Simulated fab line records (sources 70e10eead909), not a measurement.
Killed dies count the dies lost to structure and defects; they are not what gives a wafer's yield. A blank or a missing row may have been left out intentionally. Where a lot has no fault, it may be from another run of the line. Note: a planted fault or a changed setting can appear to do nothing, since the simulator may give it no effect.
Struck lot and sound lot, side by side || flow nandHarc || 38 steps out of a route of 1159
Sound: the wafers L215.2, L215.3, L215.6. The struck wafers were L220.2, L220.5, L220.6. The cause is named last.
Order at every step that has rows: each side's tool, ch and its chambers, its first start. Under that, the readings that differ: sound wafers || struck wafers || difference of the means || sigmas: that difference in standard deviations of wafers without a fault.
alike: words and numbers the same on both sides, and readings whose means are apart by under 2 such deviations; not compared: readings that were withheld, readings missing a value for some wafer, numbers with overlapping values and no deviation given by the record, and bounds like >300 which may hide the same value.
A row with sigmas, a row that says differs or no value, or rows on one side alone: a step with any of these is where the two part. Numbers that have no deviation but don't overlap get no sigmas and don't part them. A reading missing from all wafers of one side parts the sides only when that side holds two or more wafers.

NHARC_A_ZERO_WELL_INSPECT_17:
  struck on defectInspect-02, day 8 06:48; sound on defectInspect-02, day 7 04:23
  alike: rawDefectCount
then, 3 steps without rows for these wafers: NHARC_A_SOURCE_PLATE_PRECLEAN_00 (cleans in HF-LAST, time 60 s); NHARC_A_SOURCE_PLATE_SRD_01; NHARC_A_SOURCE_PLATE_OXIDE_02 (material SiO2, target thk 10 nm, ox time 1362 s).
NHARC_A_SOURCE_PLATE_THK_MEAS_09: measures by ellipsometry.
  struck on filmMetro-01, day 8 15:04; sound on filmMetro-01, day 7 11:44
  alike: thkNm
then, 3 steps without rows for these wafers: NHARC_A_SOURCE_PLATE_PVD_04 (deposits WSi2, target thk 50 nm); NHARC_A_SOURCE_PLATE_CVD_03 (deposits poly-Si, target thk 200 nm, time 4000 s); NHARC_A_SOURCE_PLATE_ANNEAL_05 (time 1800 s).
NHARC_A_SOURCE_PLATE_THK_MEAS_06: measures by ellipsometry.
  struck on filmMetro-02, day 9 05:04; sound on filmMetro-01, day 8 01:56
  alike: thkNm
NHARC_A_SOURCE_PLATE_INSPECT_08:
  struck on defectInspect-01, day 9 05:09; sound on defectInspect-01, day 8 02:01
  alike: rawDefectCount
NHARC_A_ONON_D1_DEP_00: target thk 1000 nm.
  sound on pecvdOnon-02 ch 0, day 8 02:24; struck on pecvdOnon-02 ch 0, day 9 05:17
{"reading": "nh3FlowSccm (sccm)", "sound": "503.0 502.4 500.2", "struck": "498.9 499.3 497.0", "difference": -3.5, "sigmas": -2}
NHARC_A_ONON_D1_THK_MEAS_02: measures by ellipsometry.
  struck on filmMetro-02, day 9 05:44; sound on filmMetro-02, day 8 02:51
  alike: thkNm
then, no rows for these wafers at 1 step: NHARC_A_ONON_D1_DEP_03 (target thk 1000 nm).
NHARC_A_ONON_D1_THK_MEAS_05: measures by ellipsometry.
  struck on filmMetro-01, day 9 06:19; sound on filmMetro-01, day 8 03:25
  alike: thkNm
then, no rows for these wafers at 1 step: NHARC_A_ONON_D1_DEP_06 (target thk 1000 nm).
NHARC_A_ONON_D1_THK_MEAS_08: measures by ellipsometry.
  struck on filmMetro-02, day 9 06:52; sound on filmMetro-01, day 8 03:59
  alike: thkNm
then, no rows for these wafers at 1 step: NHARC_A_ONON_D1_DEP_09 (target thk 1000 nm).
NHARC_A_ONON_D1_THK_MEAS_11: measures by ellipsometry.
  struck on filmMetro-01, day 9 07:26; sound on filmMetro-01, day 8 04:34
  alike: thkNm
then, no rows for these wafers at 1 step: NHARC_A_ONON_D1_DEP_12 (target thk 1000 nm).
NHARC_A_ONON_D1_THK_MEAS_14: measures by ellipsometry.
  struck on filmMetro-02, day 9 08:00; sound on filmMetro-01, day 8 05:08
  alike: thkNm
then, 2 steps without rows for these wafers: NHARC_A_ONON_D1_ANNEAL_15 (time 3600 s); NHARC_A_ONON_D1_DEP_16 (target thk 1000 nm).
NHARC_A_ONON_D1_THK_MEAS_18: measures by ellipsometry.
  struck on filmMetro-01, day 9 13:34; sound on filmMetro-01, day 8 13:30
  alike: thkNm
then, no rows for these wafers at 1 step: NHARC_A_ONON_D1_DEP_19 (target thk 1000 nm).
NHARC_A_ONON_D1_THK_MEAS_21: measures by ellipsometry.
  struck on filmMetro-02, day 9 14:08; sound on filmMetro-02, day 8 14:05
  alike: thkNm
then, no rows for these wafers at 1 step: NHARC_A_ONON_D1_DEP_22 (target thk 1000 nm).
NHARC_A_ONON_D1_THK_MEAS_24: measures by ellipsometry.
  struck on filmMetro-01, day 9 14:42; sound on filmMetro-01, day 8 14:40
  alike: thkNm
then, no rows for these wafers at 1 step: NHARC_A_ONON_D1_DEP_25 (target thk 1000 nm).
NHARC_A_ONON_D1_THK_MEAS_27: measures by ellipsometry.
  struck on filmMetro-02, day 9 15:16; sound on filmMetro-02, day 8 15:13
  alike: thkNm
then, no rows for these wafers at 1 step: NHARC_A_ONON_D1_DEP_28 (target thk 1000 nm).
NHARC_A_ONON_D1_THK_MEAS_30: measures by ellipsometry.
  struck on filmMetro-02, day 9 15:50; sound on filmMetro-01, day 8 15:49
  alike: thkNm
NHARC_A_ONON_D1_DEP_33: deposits SiO2, target thk 200 nm.
  sound on pecvd-01 ch 1,2, day 8 15:55; struck on pecvd-03 ch 1,2, day 9 16:04
  alike: heaterPowerW, throttleValvePct
NHARC_A_ONON_D1_THK_MEAS_34: measures by ellipsometry.
  struck on filmMetro-02, day 9 16:28; sound on filmMetro-01, day 8 16:17
  alike: thkNm
NHARC_A_CHANNEL_HOLE_D1_DEP_00: deposits aC, target thk 3100 nm.
  sound on aclDep-01 ch 0, day 8 16:44; struck on aclDep-02 ch 0, day 9 16:55
  alike: throttleValvePct
NHARC_A_CHANNEL_HOLE_D1_DEP_01: deposits SiON, target thk 140 nm.
  sound on pecvd-04 ch 0,1, day 8 18:31; struck on pecvd-04 ch 0,2, day 9 18:41
  alike: heaterPowerW
then, 2 steps without rows for these wafers: NHARC_A_CHANNEL_HOLE_D1_DEHYDRATE_02 (time 120 s); NHARC_A_CHANNEL_HOLE_D1_HMDS_03 (time 30 s).
-- jump in the record: it breaks off in module A_CHANNEL_HOLE_D1 and resumes in module END (first step shown: number 1159 of the route), and 14 days separate the struck wafers' starts before and after --
NHARC_END_SORT_01:
  at this point the record logs the struck wafers (prober-02 ch 0, day 23 09:31) and has no rows for the sound ones

== WHERE THEY PART ==
Last at NHARC_END_SORT_01 as far as this record goes, first at NHARC_A_ONON_D1_DEP_00.

WHY: whatever the simulator had introduced
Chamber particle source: pecvdOnon-02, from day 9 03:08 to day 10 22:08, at NHARC_A_ONON_D1_DEP_00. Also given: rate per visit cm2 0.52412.
